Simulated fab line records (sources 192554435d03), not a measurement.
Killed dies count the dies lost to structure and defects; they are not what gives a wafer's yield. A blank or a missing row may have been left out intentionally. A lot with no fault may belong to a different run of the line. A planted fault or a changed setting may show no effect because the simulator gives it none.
One fault seen from 2 desks || flow n5 finfet || each desk holds nothing but its own numbers, with what lay behind them at the end

== AT THE METROLOGY DESK ==
What the gauges read for every lot (on any tool): the sampled wafers with a number, averaged. A lot is out of limits, marked OUT, if its mean lies more than 4 standard deviations from the usual mean; the brackets give that distance. Shown here are 7 of its 10 readings, the ones lying furthest out on some lot.
Columns: A = DIBL_N at N5_BEOL_M4_RC_MEAS_101, usual 36.3 mV/V; B = DIBL_P at N5_BEOL_M4_RC_MEAS_101, usual 36.4 mV/V; C = IOFF_P at N5_BEOL_M4_RC_MEAS_101, usual 0.22 nA/um; D = ION_P at N5_BEOL_M4_RC_MEAS_101, usual 463 uA/um; E = SS_N at N5_BEOL_M4_RC_MEAS_101, usual 71.6 mV/dec; F = VT_N at N5_BEOL_M4_RC_MEAS_101, usual 250 mV; G = VT_P at N5_BEOL_M4_RC_MEAS_101, usual -250 mV
{"lot": "L361", "first seen here": "day 10 02:59", "A": 36.9, "B": 36.8, "C": 0.21, "D": 465, "E": 71.5, "F": 249, "G": -249}
{"lot": "L360", "first seen here": "day 10 10:26", "A": 36.7, "B": 35.5, "C": 0.20, "D": 462, "E": 71.4, "F": 253, "G": -251}
{"lot": "L365", "first seen here": "day 11 14:42", "A": 38.5, "B": 39.0, "C": 0.32, "D": 474, "E": 72.5, "F": 248, "G": -243}
{"lot": "L368", "first seen here": "day 12 23:00", "A": 36.0, "B": 35.8, "C": 0.25, "D": 473, "E": 71.8, "F": 247, "G": -245}
{"lot": "L372", "first seen here": "day 13 18:07", "A": 35.0, "B": 35.5, "C": 0.20, "D": 460, "E": 71.2, "F": 252, "G": -252}
{"lot": "L374", "first seen here": "day 13 20:44", "A": 35.5, "B": 34.4, "C": 0.20, "D": 461, "E": 71.4, "F": 250, "G": -248}
{"lot": "L373", "first seen here": "day 13 21:56", "A": 35.4, "B": 34.8, "C": 0.21, "D": 466, "E": 71.1, "F": 250, "G": -249}
{"lot": "L377", "first seen here": "day 14 09:46", "A": 36.1, "B": 37.1, "C": 0.26, "D": 471, "E": 72.1, "F": 245, "G": -245}
{"lot": "L375", "first seen here": "day 14 11:29", "A": 36.4, "B": 36.8, "C": 0.22, "D": 467, "E": 71.3, "F": 247, "G": -249}
This desk's verdict: no lot among the 9 shows anything out of limits.

== AT THE TOOL OWNER'S DESK: rie diel-06 ==
The tool's own readings at N5_PASSIVATION_PASS_ETCH_47 (etches SiNx in CF4/O2, target depth 770 nm, time 385 s): means of the sampled wafers that have a number, for each lot that ran on this tool. A lot is out of limits, marked OUT, if its mean lies more than 4 standard deviations from the usual mean; the brackets give that distance.
Columns: A = drypump motor current A at N5_PASSIVATION_PASS_ETCH_47, usual 5.9 A; B = oes product au at N5_PASSIVATION_PASS_ETCH_47, usual 0.84 a.u.; C = rf vpp V at N5_PASSIVATION_PASS_ETCH_47, usual 241 V; D = run length s at N5_PASSIVATION_PASS_ETCH_47, usual 408.4 s; E = showerhead plenum p Torr at N5_PASSIVATION_PASS_ETCH_47, usual 2.23 Torr; F = throttle valve pct at N5_PASSIVATION_PASS_ETCH_47, usual 15.71 %
{"lot": "L361", "first seen here": "day 15 03:57", "A": 6.1, "B": 0.85, "C": 247, "D": 408.6, "E": 2.24, "F": 15.72}
{"lot": "L360", "first seen here": "day 15 14:33", "A": 6.3, "B": 0.83, "C": 247, "D": 408.3, "E": 2.25, "F": 15.74}
{"lot": "L365", "first seen here": "day 16 09:46", "A": 5.7, "B": 0.93, "C": 241, "D": "328.8 (-99 or more) OUT", "E": 2.25, "F": 15.58}
{"lot": "L368", "first seen here": "day 17 09:51", "A": 5.7, "B": 0.89, "C": 238, "D": "355.3 (-99 or more) OUT", "E": 2.26, "F": 15.63}
{"lot": "L372", "first seen here": "day 18 03:40", "A": 6.8, "B": 0.85, "C": 243, "D": "328.6 (-99 or more) OUT", "E": 2.25, "F": 15.63}
Finding of this desk: L365, L368, L372 out of limits; the first was L365 at day 16 09:46, on run length s at N5_PASSIVATION_PASS_ETCH_47. In limits: L361, L360.

== PUT TOGETHER ==
At day 16 09:46, on L365, L368, L372, the tool owner's desk was in a position to raise an alarm.
Nothing out of limits was seen by the metrology desk.
The metrology desk has L365, L368, L372 on record, within its limits.
Every lot named ran N5_PASSIVATION_PASS_ETCH_47 on rie diel-06.

== WHAT HAD BEEN PUT IN BY THE SIMULATOR ==
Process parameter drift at N5_PASSIVATION_PASS_ETCH_47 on rie diel-06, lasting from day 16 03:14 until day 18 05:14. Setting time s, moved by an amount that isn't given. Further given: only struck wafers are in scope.
Shown lots that were struck: L365, L368, L372.
Delay in hours, fault start to first out-of-limits reading, by desk: the tool owner's desk at 7.
